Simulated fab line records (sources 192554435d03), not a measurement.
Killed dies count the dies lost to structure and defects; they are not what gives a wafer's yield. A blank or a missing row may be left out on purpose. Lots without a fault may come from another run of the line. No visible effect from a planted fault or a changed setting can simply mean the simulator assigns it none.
fab line records ; flow n5Finfet
record lots=7; wafers=21
route steps=1938 shown BEOL_M2@879 BEOL_M3@959 BEOL_M4@1021 BEOL_M5@1157
startH: hours from the record's opening day to when the first of the lot's shown wafers began ; waitH: hours from the lot's prior step to this one ; " the same as in the row above ; L1.1+2: a single row standing in for several wafers ; - no value, or no start given ; * or withheld: withheld ; < > ~ a bound
route shown NAME@n: names a module that has steps shown in the file, with the first one's number in the route ; usual: mean/standard deviation taken from wafers without a fault ; same: alike in all rows ; chamber/n: place in a boat ; sites: readings site by site ; _std_site: their standard deviation ; _edge_site: inner sites' mean taken away from outer sites' mean ; radiusMm: for every site, how far away it sits from the centre of the wafer ; mask NAME#n: copy n ; behind: the last tool/chamber to shape the wafer ; hold: the reason the lot was held/the length of the hold in hours/how it ended ; device: names the non-switching transistor (n, p or np) ; end of line: at the end of the route, the tests of the same wafers ; where a step has no rows: the recipe by itself ; killed: dies that structure and defects cost at the first sort, which is not the same as the wafer's yield ; map: per-die view of a wafer (x killed, . not killed, _ where there is no die)
set.NAME: the run value of the setting; set.NAME@STEP: its run value at that earlier step ; model.NAME: the simulator's own value behind a step, which no gauge read
lots where settings were altered on purpose, with a table for each step and a row for each wafer
## steps
# step N5_BEOL_M2_DESCUM_33
# recipe chemistry=O2; timeS=7; sourcePowerW=50; biasPowerW=20; pressureMtorr=20; rfFrequencyHz=2.712e+07; tempC=40; resist=CAR-EUV; o2FlowSccm=225
lot.wafer;tool;chamber;startH;waitH;set.timeS;model.CAR-EUV_of_BEOL_M2_COAT_22.thkNm
L074.1+3;rieDiel-01;2,3;154.44;0.0;5.948;26.6
L074.6;rieDiel-01;0;154.44;0.0;7;26.2
L078.3+6;rieDiel-04;2,3;162.10;0.0;7;26.2
L078.4;rieDiel-04;1;162.10;0.0;7;26
L081.1+6;rieDiel-03;0,1;174.17;0.0;7.734;25.8
L081.4;rieDiel-03;1;174.17;0.0;7;26.2
L084.2;rieDiel-03;2;198.88;0.2;7;26
L084.3;rieDiel-03;0;198.88;0.2;5.436;27
L084.5;rieDiel-03;1;198.88;0.2;5.436;26.8
L087.4+6;rieDiel-03;2,0;242.10;0.0;7;26.2
L087.5;rieDiel-03;1;242.10;0.0;7;26
L093.1;rieDiel-04;1;256.89;0.0;7;26
L093.2;rieDiel-04;3;256.89;0.0;7;25.8
L093.6;rieDiel-04;3;256.89;0.0;5.778;26.4
L092.3+5+6;rieDiel-03;3,0,3;260.40;0.4;7;26.2
# step N5_BEOL_M2_ETCH_77
# recipe chemistry=N2/H2; target=underlayer; targetDepthA=65; maskMaterial=CAR-EUV; timeS=5.2; ionEnergyEv=200; pressureMtorr=30; sourceW=840; biasW=150; n2FlowSccm=200; h2FlowSccm=200; ends=cleared
lot.wafer;tool;chamber;startH;waitH;set.timeS@BEOL_M2_DESCUM_33;model.CAR-EUV_of_BEOL_M2_COAT_22.thkNm
L074.1+3;rieDiel-01;2,3;154.47;0.0;5.948;20.8
L074.6;rieDiel-01;0;154.47;0.0;7;20.4
L078.3;rieDiel-04;2;162.13;0.0;7;20.6
L078.4+6;rieDiel-04;1,3;162.13;0.0;7;20.4
L081.1+6;rieDiel-03;0,1;174.21;0.0;7.734;20
L081.4;rieDiel-03;1;174.21;0.0;7;20.4
L084.2;rieDiel-03;2;198.91;0.0;7;20.2
L084.3;rieDiel-03;0;198.91;0.0;5.436;21.2
L084.5;rieDiel-03;1;198.91;0.0;5.436;21
L087.4+5+6;rieDiel-03;2,1,0;242.13;0.0;7;20.4
L093.1;rieDiel-04;1;256.92;0.0;7;20.2
L093.2;rieDiel-04;3;256.92;0.0;7;20
L093.6;rieDiel-04;3;256.92;0.0;5.778;20.8
L092.3+5+6;rieDiel-03;3,0,3;260.44;0.0;7;20.4
# step N5_BEOL_M2_ETCHBACK_99
# recipe chemistry=CHF3; target=SiO2; targetDepthA=50; timeS=10.4; sourceW=215; biasW=47; Ar_flow_sccm=200; CHF3_flow_sccm=12; ionEnergyEv=100; pressureMtorr=30
lot.wafer;tool;chamber;startH;waitH;set.timeS;set.timeS@BEOL_M2_DESCUM_33;model.CAR-EUV_of_BEOL_M2_COAT_22.thkNm
L074.1+3;rieDiel-04;0,2;154.87;0.3;8.279;5.948;11
L074.6;rieDiel-04;0;154.87;0.3;8.279;7;10.6
L078.3+6;rieDiel-01;0,3;162.46;0.2;10.4;7;10.4
L078.4;rieDiel-01;0;162.46;0.2;8.447;7;10.4
L081.1;rieDiel-01;3;175.42;1.1;10.4;7.734;10.2
L081.4;rieDiel-01;0;175.42;1.1;10.4;7;10.4
L081.6;rieDiel-01;3;175.42;1.1;10.4;7.734;10
L084.2;rieDiel-03;3;225.97;26.6;8.122;7;10.4
L084.3;rieDiel-03;2;225.97;26.6;10.4;5.436;11.2
L084.5;rieDiel-03;1;225.97;26.6;10.4;5.436;11
L087.4+5+6;rieDiel-03;0,3,2;242.92;0.6;10.4;7;10.4
L093.1;rieDiel-03;2;258.08;0.8;9.349;7;10.4
L093.2;rieDiel-03;1;258.08;0.8;10.4;7;10.2
L093.6;rieDiel-03;0;258.08;0.8;9.349;5.778;10.8
L092.3;rieDiel-01;1;261.27;0.6;10.4;7;10.4
L092.5+6;rieDiel-01;2,1;261.27;0.6;11.35;7;10.4
# step N5_BEOL_M2_ETCH_70
# recipe chemistry=N2/H2; target=SOC; targetDepthA=800; overetchA=240; maskMaterial=SiARC; tempC=40; timeS=130; ionEnergyEv=200; pressureMtorr=30; sourceW=840; biasW=150; n2FlowSccm=200; h2FlowSccm=200
lot.wafer;tool;chamber;startH;waitH;set.timeS;model.SiARC_of_BEOL_M2_COAT_68.thkNm
L074.1+6;rieDiel-04;0;154.91;0.0;121.2;6.2
L074.3;rieDiel-04;2;154.91;0.0;130;6
L078.3+4;rieDiel-01;0;162.50;0.0;140.4;5.4
L078.6;rieDiel-01;3;162.50;0.0;130;6
L081.1+4;rieDiel-01;3,0;175.46;0.0;140.5;5.2
L081.6;rieDiel-01;3;175.46;0.0;130;5.8
L084.2;rieDiel-03;3;226.00;0.0;130;6.2
L084.3;rieDiel-03;2;226.00;0.0;130;5.8
L084.5;rieDiel-03;1;226.00;0.0;130;5.6
L087.4;rieDiel-03;0;242.95;0.0;130;5.8
L087.5;rieDiel-03;3;242.95;0.0;130;6.4
L087.6;rieDiel-03;2;242.95;0.0;130;6
L093.1;rieDiel-03;2;258.11;0.0;130;6
L093.2;rieDiel-03;1;258.11;0.0;147.2;4.8
L093.6;rieDiel-03;0;258.11;0.0;147.2;5
L092.3+5+6;rieDiel-01;1,2,1;261.31;0.0;130;5.8
# step N5_BEOL_M3_COAT_76
# recipe resist=underlayer; tempC=205; timeS=60; spinRpm=1500; resistThkNm=5
lot.wafer;tool;chamber;startH;waitH;set.spinRpm
L074.1+3;lithoTrack-04;0;-;-;1355
L074.6;lithoTrack-04;0;-;-;1500
L078.3+4+6;lithoTrack-04;0;-;-;1500
L081.1;lithoTrack-04;0;-;-;1389
L081.4+6;lithoTrack-04;0;-;-;1500
L084.2;lithoTrack-02;0;-;-;1604
L084.3+5;lithoTrack-02;0;-;-;1500
L087.4+5+6;lithoTrack-04;0;-;-;1500
L093.1+6;lithoTrack-03;0;-;-;1500
L093.2;lithoTrack-03;0;-;-;1351
L092.3+5+6;lithoTrack-03;0;-;-;1500
# step N5_BEOL_M3_COAT_22
# recipe resist=CAR-EUV; spinRpm=1500; resistThkNm=30
lot.wafer;tool;chamber;startH;waitH;set.spinRpm;model.CAR-EUV_of_BEOL_M3_COAT_22.thkNm
L074.1+6;lithoTrack-04;0;-;-;1500;30
L074.3;lithoTrack-04;0;-;-;1400;31
L078.3+4;lithoTrack-04;0;-;-;1500;30
L078.6;lithoTrack-04;0;-;-;1623;28.8
L081.1;lithoTrack-04;0;-;-;1500;30
L081.4;lithoTrack-04;0;-;-;1637;28.6
L081.6;lithoTrack-04;0;-;-;1637;28.8
L084.2+3+5;lithoTrack-02;0;-;-;1500;30
L087.4+5+6;lithoTrack-04;0;-;-;1500;30
L093.1;lithoTrack-03;0;-;-;1344;31.6
L093.2;lithoTrack-03;0;-;-;1344;31.8
L093.6;lithoTrack-03;0;-;-;1500;30
L092.3;lithoTrack-03;0;-;-;1500;29.8
L092.5;lithoTrack-03;0;-;-;1390;31
L092.6;lithoTrack-03;0;-;-;1390;31.2
# step N5_BEOL_M3_EBR_24
# recipe solvent=PGMEA; ebrWidthMm=1.5
# step N5_BEOL_M3_SOFTBAKE_23
# recipe tempC=110; timeS=60; resist=CAR-EUV
# step N5_BEOL_M3_DESCUM_33
# recipe chemistry=O2; timeS=7; sourcePowerW=50; biasPowerW=20; pressureMtorr=20; rfFrequencyHz=2.712e+07; tempC=40; resist=CAR-EUV; o2FlowSccm=225
# step N5_BEOL_M3_ETCH_77
# recipe chemistry=N2/H2; target=underlayer; targetDepthA=65; maskMaterial=CAR-EUV; timeS=5.2; ionEnergyEv=200; pressureMtorr=30; sourceW=840; biasW=150; n2FlowSccm=200; h2FlowSccm=200; ends=cleared
lot.wafer;tool;chamber;startH;waitH;set.spinRpm@BEOL_M3_COAT_76;model.etch.depthNm
L074.1;rieDiel-05;2;162.83;0.0;1355;5.264
L074.3;rieDiel-05;1;162.83;0.0;1355;5.252
L074.6;rieDiel-05;1;162.83;0.0;1500;4.994
L078.3;rieDiel-02;0;170.50;0.0;1500;4.998
L078.4;rieDiel-02;0;170.50;0.0;1500;4.979
L078.6;rieDiel-02;1;170.50;0.0;1500;4.996
L081.1;rieDiel-05;1;184.05;0.0;1389;5.213
L081.4;rieDiel-05;2;184.05;0.0;1500;5.014
L081.6;rieDiel-05;1;184.05;0.0;1500;5.029
L084.2;rieDiel-05;0;232.91;0.0;1604;4.845
L084.3;rieDiel-05;2;232.91;0.0;1500;5.003
L084.5;rieDiel-05;0;232.91;0.0;1500;4.998
L087.4;rieDiel-02;1;251.94;0.0;1500;5.013
L087.5;rieDiel-02;1;251.94;0.0;1500;5.002
L087.6;rieDiel-02;2;251.94;0.0;1500;5.026
L093.1;rieDiel-06;0;268.74;0.0;1500;5.032
L093.2;rieDiel-06;3;268.74;0.0;1351;5.289
L093.6;rieDiel-06;0;268.74;0.0;1500;5.027
L092.3;rieDiel-06;2;272.51;0.0;1500;5.016
L092.5;rieDiel-06;3;272.51;0.0;1500;5.021
L092.6;rieDiel-06;0;272.51;0.0;1500;5.011
# step N5_BEOL_M4_ILD_DEP_00
# recipe material=SiOC; targetThkA=790; tempC=350; precursor=DEMS/O2; pressureTorr=5; rfW=500; timeS=15.3
lot.wafer;tool;chamber;startH;waitH;set.timeS;model.SiOC_of_BEOL_M4_ILD_DEP_00.thkNm
L074.1;pecvd-02;2;174.97;0.0;17.07;87.6
L074.3;pecvd-02;0;174.97;0.0;15.3;78.4
L074.6;pecvd-02;1;174.97;0.0;17.07;87.8
L078.3;pecvd-04;2;179.58;0.0;14.12;72
L078.4;pecvd-04;2;179.58;0.0;14.12;72.2
L078.6;pecvd-04;0;179.58;0.0;15.3;79.6
L081.1;pecvd-01;1;193.18;0.0;15.3;77.8
L081.4;pecvd-01;0;193.18;0.0;15.3;80.6
L081.6;pecvd-01;2;193.18;0.0;15.3;78.8
L084.2;pecvd-02;2;244.05;0.0;15.3;79.4
L084.3;pecvd-02;1;244.05;0.0;17.48;89.6
L084.5;pecvd-02;1;244.05;0.0;15.3;79
L087.4;pecvd-04;0;272.11;0.1;15.3;80
L087.5;pecvd-04;2;272.11;0.1;15.3;78.2
L087.6;pecvd-04;1;272.11;0.1;15.3;79.2
L093.1;pecvd-04;1;279.19;0.0;15.3;78.4
L093.2;pecvd-04;0;279.19;0.0;15.3;78.6
L093.6;pecvd-04;0;279.19;0.0;15.3;80
L092.3;pecvd-02;0;286.13;0.0;14;72
L092.5;pecvd-02;0;286.13;0.0;15.3;79.2
L092.6;pecvd-02;2;286.13;0.0;14;73
# step N5_BEOL_M4_THK_MEAS_01
# recipe reads=SiOC_of_BEOL_M4_ILD_DEP_00
# usual M4_ILD_THK=78.9/1
lot.wafer;tool;chamber;startH;waitH;set.timeS@BEOL_M4_ILD_DEP_00;M4_ILD_THK[nm]
L074.1;filmMetro-01;-;175.04;0.0;17.07;87.6
L074.3;filmMetro-01;-;175.04;0.0;15.3;78.3
L074.6;filmMetro-01;-;175.04;0.0;17.07;87.8
L078.3;filmMetro-01;-;179.65;0.1;14.12;71.9
L078.4;filmMetro-01;-;179.65;0.1;14.12;72.2
L078.6;filmMetro-01;-;179.65;0.1;15.3;79.6
L081.1;filmMetro-01;-;193.24;0.0;15.3;77.9
L081.4;filmMetro-01;-;193.24;0.0;15.3;80.6
L081.6;filmMetro-01;-;193.24;0.0;15.3;78.8
L084.2;filmMetro-02;-;244.12;0.1;15.3;79.3
L084.3;filmMetro-02;-;244.12;0.1;17.48;89.7
L084.5;filmMetro-02;-;244.12;0.1;15.3;78.9
L087.4;filmMetro-01;-;272.16;0.0;15.3;80.0
L087.5;filmMetro-01;-;272.16;0.0;15.3;78.2
L087.6;filmMetro-01;-;272.16;0.0;15.3;79.1
L093.1;filmMetro-02;-;279.26;0.0;15.3;78.4
L093.2;filmMetro-02;-;279.26;0.0;15.3;78.4
L093.6;filmMetro-02;-;279.26;0.0;15.3;80.0
L092.3;filmMetro-01;-;286.20;0.1;14;71.9
L092.5;filmMetro-01;-;286.20;0.1;15.3;79.3
L092.6;filmMetro-01;-;286.20;0.1;14;73.0
# step N5_BEOL_M4_COAT_05
# recipe resist=CAR-EUV; spinRpm=1500; resistThkNm=30
lot.wafer;tool;chamber;startH;waitH;set.spinRpm;model.CAR-EUV_of_BEOL_M4_COAT_05.thkNm
L074.1+3;lithoTrack-02;0;-;-;1500;30
L074.6;lithoTrack-02;0;-;-;1500;29.8
L078.3;lithoTrack-02;0;-;-;1625;28.8
L078.4+6;lithoTrack-02;0;-;-;1500;30
L081.1;lithoTrack-01;0;-;-;1500;30.2
L081.4+6;lithoTrack-01;0;-;-;1500;30
L084.2+5;lithoTrack-05;0;-;-;1545;29.6
L084.3;lithoTrack-05;0;-;-;1500;30
L087.4+5+6;lithoTrack-05;0;-;-;1500;30
L093.1;lithoTrack-01;0;-;-;1348;31.6
L093.2+6;lithoTrack-01;0;-;-;1500;30
L092.3+6;lithoTrack-05;0;-;-;1500;30
L092.5;lithoTrack-05;0;-;-;1394;31
# step N5_BEOL_M4_EBR_07
# recipe solvent=PGMEA; ebrWidthMm=1.5
# step N5_BEOL_M4_SOFTBAKE_06
# recipe tempC=110; timeS=60; resist=CAR-EUV
# step N5_BEOL_M4_DESCUM_16
# recipe chemistry=O2; timeS=7; sourcePowerW=50; biasPowerW=20; pressureMtorr=20; rfFrequencyHz=2.712e+07; tempC=40; resist=CAR-EUV; o2FlowSccm=225
lot.wafer;tool;chamber;startH;waitH;set.spinRpm@BEOL_M4_COAT_05;model.CAR-EUV_of_BEOL_M4_COAT_05.thkNm
L074.1;rieDiel-03;0;176.23;0.0;1500;26.2
L074.3+6;rieDiel-03;2,0;176.23;0.0;1500;26
L078.3;rieDiel-04;2;181.28;0.0;1625;25
L078.4+6;rieDiel-04;2,3;181.28;0.0;1500;26
L081.1+6;rieDiel-01;1,3;197.82;0.0;1500;26.2
L081.4;rieDiel-01;0;197.82;0.0;1500;26
L084.2;rieDiel-04;2;246.77;0.3;1545;25.8
L084.3;rieDiel-04;3;246.77;0.3;1500;26
L084.5;rieDiel-04;1;246.77;0.3;1545;25.6
L087.4+5+6;rieDiel-04;0,1,0;274.80;0.0;1500;26
L093.1;rieDiel-01;2;280.31;0.4;1348;27.8
L093.2+6;rieDiel-01;1;280.31;0.4;1500;26.2
L092.3;rieDiel-03;3;286.88;0.0;1500;26.2
L092.5;rieDiel-03;0;286.88;0.0;1394;27.2
L092.6;rieDiel-03;1;286.88;0.0;1500;26
# step N5_BEOL_M5_VIA_ETCH_34
# recipe chemistry=C4F6/O2; target=SiCOH_lowk; targetDepthA=883; maskMaterial=SOC; taperDeg=4; timeS=39.2; ionEnergyEv=250; pressureMtorr=30; sourceW=345; biasW=185; Ar_flow_sccm=300; C4F6_flow_sccm=10; O2_flow_sccm=10
# usual rfVppV=666/13
lot.wafer;tool;chamber;startH;waitH;set.biasW;rfVppV
L074.1;rieDiel-06;1;190.83;0.0;185;674
L074.3;rieDiel-06;2;190.83;0.0;214.1;745
L074.6;rieDiel-06;3;190.83;0.0;214.1;745
L078.3;rieDiel-06;0;200.23;0.0;185;686
L078.4;rieDiel-06;3;200.23;0.0;185;663
L078.6;rieDiel-06;3;200.23;0.0;194.5;690
L081.1;rieDiel-05;1;243.28;0.0;185;666
L081.4;rieDiel-05;0;243.28;0.0;185;648
L081.6;rieDiel-05;0;243.28;0.0;185;648
L084.2;rieDiel-06;0;260.61;0.0;185;687
L084.3;rieDiel-06;3;260.61;0.0;175.8;635
L084.5;rieDiel-06;2;260.61;0.0;175.8;637
L087.4;rieDiel-06;0;297.46;0.0;185;686
L087.5;rieDiel-06;2;297.46;0.0;185;663
L087.6;rieDiel-06;3;297.46;0.0;185;663
L093.1;rieDiel-06;3;304.23;0.0;185;663
L093.2;rieDiel-06;0;304.23;0.0;185;684
L093.6;rieDiel-06;3;304.23;0.0;210.1;733
L092.3;rieDiel-05;0;317.25;0.0;162.1;581
L092.5;rieDiel-05;1;317.25;0.0;162.1;599
L092.6;rieDiel-05;2;317.25;0.0;162.1;619
# step N5_BEOL_M5_TRENCH_ETCH_37
# recipe chemistry=C4F6/O2; targetDepthA=716.52; target=SiCOH_lowk; timeS=24.7; ionEnergyEv=250; pressureMtorr=30; sourceW=345; biasW=185; Ar_flow_sccm=300; C4F6_flow_sccm=10; O2_flow_sccm=10
lot.wafer;tool;chamber;startH;waitH;set.timeS;model.BEOL_M5.featureDepthNm;model.etch.depthNm
L074.1;rieDiel-06;1;-;-;22.76;66.6;66.67
L074.3;rieDiel-06;2;-;-;22.76;66.2;66.3
L074.6;rieDiel-06;3;-;-;24.7;69.4;69.32
L078.3;rieDiel-06;0;-;-;22.14;64.6;64.62
L078.4;rieDiel-06;3;-;-;22.14;62;62.1
L078.6;rieDiel-06;3;-;-;24.7;68.6;68.68
L081.1;rieDiel-05;1;-;-;21.76;63.4;63.32
L081.4;rieDiel-05;0;-;-;21.76;64.2;64.2
L081.6;rieDiel-05;0;-;-;24.7;72;72.09
L084.2;rieDiel-06;0;-;-;24.7;71;71.01
L084.3;rieDiel-06;3;-;-;24.7;68.4;68.33
L084.5;rieDiel-06;2;-;-;24.7;70.8;70.79
L087.4;rieDiel-06;0;-;-;24.7;71.4;71.46
L087.5;rieDiel-06;2;-;-;24.7;70.8;70.76
L087.6;rieDiel-06;3;-;-;24.7;68.4;68.43
L093.1;rieDiel-06;3;-;-;21.01;58.8;58.83
L093.2;rieDiel-06;0;-;-;24.7;71.8;71.88
L093.6;rieDiel-06;3;-;-;24.7;69.6;69.53
L092.3;rieDiel-05;0;-;-;24.7;71.6;71.59
L092.5;rieDiel-05;1;-;-;24.7;70.8;70.84
L092.6;rieDiel-05;2;-;-;24.7;72.2;72.29
# step N5_BEOL_M5_ETCH_41
# recipe chemistry=CH3F/O2; target=SiCN; targetDepthA=315; taperDeg=2; timeS=56.7; ionEnergyEv=120; maskMaterial=TiN; pressureMtorr=30; sourceW=395; biasW=75; Ar_flow_sccm=150; CH3F_flow_sccm=30; O2_flow_sccm=20
# step N5_BEOL_M5_STRIP_91
# recipe chemistry=N2/H2; timeS=10; powerW=450; tempC=40; pressureMtorr=20; rfFrequencyHz=6e+07; biasPowerW=7; n2FlowSccm=200; h2FlowSccm=200
# step N5_BEOL_M5_OCD_MEAS_38
# usual trenchDepthNm=71.3/1.3
lot.wafer;tool;chamber;startH;waitH;set.timeS@BEOL_M5_TRENCH_ETCH_37;trenchDepthNm
L074.1;ocd-02;-;191.07;-;22.76;66.6
L074.3;ocd-02;-;191.07;-;22.76;66.2
L074.6;ocd-02;-;191.07;-;24.7;69.2
L078.3;ocd-01;-;200.48;-;22.14;65.0
L078.4;ocd-01;-;200.48;-;22.14;62.0
L078.6;ocd-01;-;200.48;-;24.7;68.6
L081.1;ocd-01;-;243.52;-;21.76;63.5
L081.4;ocd-01;-;243.52;-;21.76;63.8
L081.6;ocd-01;-;243.52;-;24.7;71.8
L084.2;ocd-02;-;260.85;-;24.7;70.6
L084.3;ocd-02;-;260.85;-;24.7;68.4
L084.5;ocd-02;-;260.85;-;24.7;70.5
L087.4;ocd-02;-;297.68;-;24.7;71.4
L087.5;ocd-02;-;297.68;-;24.7;70.5
L087.6;ocd-02;-;297.68;-;24.7;68.2
L093.1;ocd-01;-;304.47;-;21.01;58.4
L093.2;ocd-01;-;304.47;-;24.7;71.8
L093.6;ocd-01;-;304.47;-;24.7;69.9
L092.3;ocd-02;-;317.49;-;24.7;71.3
L092.5;ocd-02;-;317.49;-;24.7;70.6
L092.6;ocd-02;-;317.49;-;24.7;71.9
# step N5_BEOL_M5_HM_STRIP_39
# recipe chemistry=peroxideTinStrip; material=TiN; targetDepthA=250; tempC=50; timeS=158
# step N5_BEOL_M5_SRD_40
# recipe timeS=30; tempC=23; rinseLiquid=diw; dry=ipaMarangoni
# step N5_BEOL_M5_ECD_50
# recipe material=Cu; targetThkA=3000
# step N5_BEOL_M5_ANNEAL_51
# recipe tempC=225; timeS=90; ambient=N2
# step N5_BEOL_M5_CMP_52
# recipe stopOn=SiCOH_lowk; tOverpolishS=6.9; downForcePsi=1; platenRpm=50; clearingPlatenDownForcePsi=1.5; clearingPlatenRpm=50; postCmpClean=cuAlkaline; targetThkNm=62; clearingPlatenPadVelocityMS=0.99484; padVelocityMS=0.99484
lot.wafer;tool;chamber;startH;waitH;set.timeS@BEOL_M5_TRENCH_ETCH_37;model.Cu_of_BEOL_M5_ECD_50.thkNm
L074.1;cmp-03;3;199.69;0.3;22.76;59
L074.3;cmp-03;1;199.69;0.3;22.76;55
L074.6;cmp-03;3;199.69;0.3;24.7;61.4
L078.3;cmp-01;3;229.47;0.2;22.14;54.6
L078.4;cmp-01;0;229.47;0.2;22.14;52.4
L078.6;cmp-01;2;229.47;0.2;24.7;60.2
L081.1;cmp-01;3;251.20;0.3;21.76;52.8
L081.4;cmp-01;0;251.20;0.3;21.76;55.4
L081.6;cmp-01;2;251.20;0.3;24.7;62.8
L084.2;cmp-01;1;267.25;0.2;24.7;61.6
L084.3;cmp-01;3;267.25;0.2;24.7;58.2
L084.5;cmp-01;1;267.25;0.2;24.7;61.2
L087.4;cmp-03;2;303.98;0.1;24.7;64
L087.5;cmp-03;2;303.98;0.1;24.7;62.2
L087.6;cmp-03;3;303.98;0.1;24.7;60.4
L093.2;cmp-04;1;312.23;0.2;24.7;62
L093.1;cmp-04;0;312.23;0.2;21.01;48.2
L093.6;cmp-04;1;312.23;0.2;24.7;59.6
L092.3;cmp-01;3;323.82;0.2;24.7;60.6
L092.6+5;cmp-01;2,3;323.82;0.2;24.7;61.4
# step N5_BEOL_M5_THK_MEAS_53
# recipe thkMeasGauge=xrf; reads=Cu_of_BEOL_M5_ECD_50
# usual M5_THK=63.4/1.7
lot.wafer;tool;chamber;startH;waitH;set.timeS@BEOL_M5_TRENCH_ETCH_37;M5_THK[nm]
L074.1;filmMetro-01;-;199.99;-;22.76;59.8
L074.3;filmMetro-01;-;199.99;-;22.76;56.2
L074.6;filmMetro-01;-;199.99;-;24.7;62.6
L078.3;filmMetro-02;-;229.73;-;22.14;55.1
L078.4;filmMetro-02;-;229.73;-;22.14;53.3
L078.6;filmMetro-02;-;229.73;-;24.7;61.1
L081.1;filmMetro-01;-;251.46;-;21.76;53.7
L081.4;filmMetro-01;-;251.46;-;21.76;56.5
L081.6;filmMetro-01;-;251.46;-;24.7;64.2
L084.2;filmMetro-01;-;267.55;-;24.7;62.6
L084.3;filmMetro-01;-;267.55;-;24.7;59.1
L084.5;filmMetro-01;-;267.55;-;24.7;62.4
L087.4;filmMetro-02;-;304.28;-;24.7;65.4
L087.5;filmMetro-02;-;304.28;-;24.7;63.8
L087.6;filmMetro-02;-;304.28;-;24.7;62.0
L093.1;filmMetro-02;-;312.52;-;21.01;49.2
L093.2;filmMetro-02;-;312.52;-;24.7;63.0
L093.6;filmMetro-02;-;312.52;-;24.7;60.8
L092.3;filmMetro-02;-;324.07;-;24.7;62.0
L092.5;filmMetro-02;-;324.07;-;24.7;62.8
L092.6;filmMetro-02;-;324.07;-;24.7;62.6
# step N5_BEOL_M5_PRE_CLEAN_77
# recipe gas=NH3/H2; timeS=15; tempC=*; rfPowerW=300
# step N5_BEOL_M5_CO_CAP_78
# recipe material=Co; targetThkA=20; tempC=200; precursor=CCTBA/H2; pressureTorr=30; timeS=102.1
# step N5_BEOL_M5_PRE_CLEAN_55
# recipe gas=NH3; timeS=15; tempC=withheld; rfPowerW=300
# step N5_BEOL_M5_DEP_56
# recipe material=SiCN; targetThkA=80; tempC=withheld; precursor=3MS/NH3; pressureTorr=3; rfW=202; timeS=14
# step N5_BEOL_M5_RS_MEAS_57
# recipe thkMeasGauge=four-point-probe; reads=Co_of_BEOL_M5_CO_CAP_78+Cu_of_BEOL_M5_ECD_50+Co_of_BEOL_M5_CVD_47+TaN_of_BEOL_M5_ALD_86
# usual M5_RS=0.388/0.012
lot.wafer;tool;chamber;startH;waitH;set.timeS@BEOL_M5_TRENCH_ETCH_37;M5_RS[ohm/sq]
L074.1;filmMetro-02;-;200.25;0.0;22.76;0.412
L074.3;filmMetro-02;-;200.25;0.0;22.76;0.447
L074.6;filmMetro-02;-;200.25;0.0;24.7;0.391
L078.3;filmMetro-02;-;229.99;0.1;22.14;0.453
L078.4;filmMetro-02;-;229.99;0.1;22.14;0.475
L078.6;filmMetro-02;-;229.99;0.1;24.7;0.401
L081.1;filmMetro-01;-;251.81;0.0;21.76;0.473
L081.4;filmMetro-01;-;251.81;0.0;21.76;0.445
L081.6;filmMetro-01;-;251.81;0.0;24.7;0.381
L084.2;filmMetro-01;-;267.81;0.1;24.7;0.391
L084.3;filmMetro-01;-;267.81;0.1;24.7;0.417
L084.5;filmMetro-01;-;267.81;0.1;24.7;0.394
L087.4;filmMetro-02;-;304.54;0.0;24.7;0.371
L087.5;filmMetro-02;-;304.54;0.0;24.7;0.385
L087.6;filmMetro-02;-;304.54;0.0;24.7;0.399
L093.1;filmMetro-01;-;312.78;0.0;21.01;0.528
L093.2;filmMetro-01;-;312.78;0.0;24.7;0.388
L093.6;filmMetro-01;-;312.78;0.0;24.7;0.406
L092.3;filmMetro-02;-;324.33;0.1;24.7;0.397
L092.5;filmMetro-02;-;324.33;0.1;24.7;0.391
L092.6;filmMetro-02;-;324.33;0.1;24.7;0.390
## key
split step=N5_BEOL_M2_DESCUM_33; setting=timeS; stated=7; by=wafer
response step=N5_BEOL_M2_DESCUM_33; reading=model.CAR-EUV_of_BEOL_M2_COAT_22.thkNm; change=-0.0343; per=1%; r=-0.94
response step=N5_BEOL_M2_ETCH_77; reading=model.CAR-EUV_of_BEOL_M2_COAT_22.thkNm; change=-0.0373; per=1%; r=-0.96
response step=N5_BEOL_M2_ETCHBACK_99; reading=model.CAR-EUV_of_BEOL_M2_COAT_22.thkNm; change=-0.0294; per=1%; r=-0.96
split step=N5_BEOL_M2_ETCHBACK_99; setting=timeS; stated=10.4; by=wafer
response none clear
split step=N5_BEOL_M2_ETCH_70; setting=timeS; stated=130; by=wafer
response step=N5_BEOL_M2_ETCH_70; reading=model.SiARC_of_BEOL_M2_COAT_68.thkNm; change=-0.073; per=1%; r=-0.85
split step=N5_BEOL_M3_COAT_76; setting=spinRpm; stated=1500; by=wafer
response step=N5_BEOL_M3_ETCH_77; reading=model.etch.depthNm; change=-0.0259; per=1%; r=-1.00
split step=N5_BEOL_M3_COAT_22; setting=spinRpm; stated=1500; by=wafer
response step=N5_BEOL_M3_COAT_22; reading=model.CAR-EUV_of_BEOL_M3_COAT_22.thkNm; change=-0.156; per=1%; r=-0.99
split step=N5_BEOL_M4_ILD_DEP_00; setting=timeS; stated=15.3; by=wafer
response step=N5_BEOL_M4_ILD_DEP_00; reading=model.SiOC_of_BEOL_M4_ILD_DEP_00.thkNm; change=+0.791; per=1%; r=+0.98
response step=N5_BEOL_M4_THK_MEAS_01; reading=M4_ILD_THK; change=+0.802; per=1%; r=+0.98
split step=N5_BEOL_M4_COAT_05; setting=spinRpm; stated=1500; by=wafer
response step=N5_BEOL_M4_COAT_05; reading=model.CAR-EUV_of_BEOL_M4_COAT_05.thkNm; change=-0.149; per=1%; r=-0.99
response step=N5_BEOL_M4_DESCUM_16; reading=model.CAR-EUV_of_BEOL_M4_COAT_05.thkNm; change=-0.144; per=1%; r=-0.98
split step=N5_BEOL_M5_VIA_ETCH_34; setting=biasW; stated=185; by=wafer
response step=N5_BEOL_M5_VIA_ETCH_34; reading=rfVppV; change=+4.68; per=1%; r=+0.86
split step=N5_BEOL_M5_TRENCH_ETCH_37; setting=timeS; stated=24.7; by=wafer
response step=N5_BEOL_M5_TRENCH_ETCH_37; reading=model.BEOL_M5.featureDepthNm; change=+0.663; per=1%; r=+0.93
response step=N5_BEOL_M5_TRENCH_ETCH_37; reading=model.etch.depthNm; change=+0.663; per=1%; r=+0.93
response step=N5_BEOL_M5_OCD_MEAS_38; reading=trenchDepthNm; change=+0.672; per=1%; r=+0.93
response step=N5_BEOL_M5_CMP_52; reading=model.Cu_of_BEOL_M5_ECD_50.thkNm; change=+0.741; per=1%; r=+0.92
response step=N5_BEOL_M5_THK_MEAS_53; reading=M5_THK; change=+0.761; per=1%; r=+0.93
response step=N5_BEOL_M5_RS_MEAS_57; reading=M5_RS; change=-0.00719; per=1%; r=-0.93
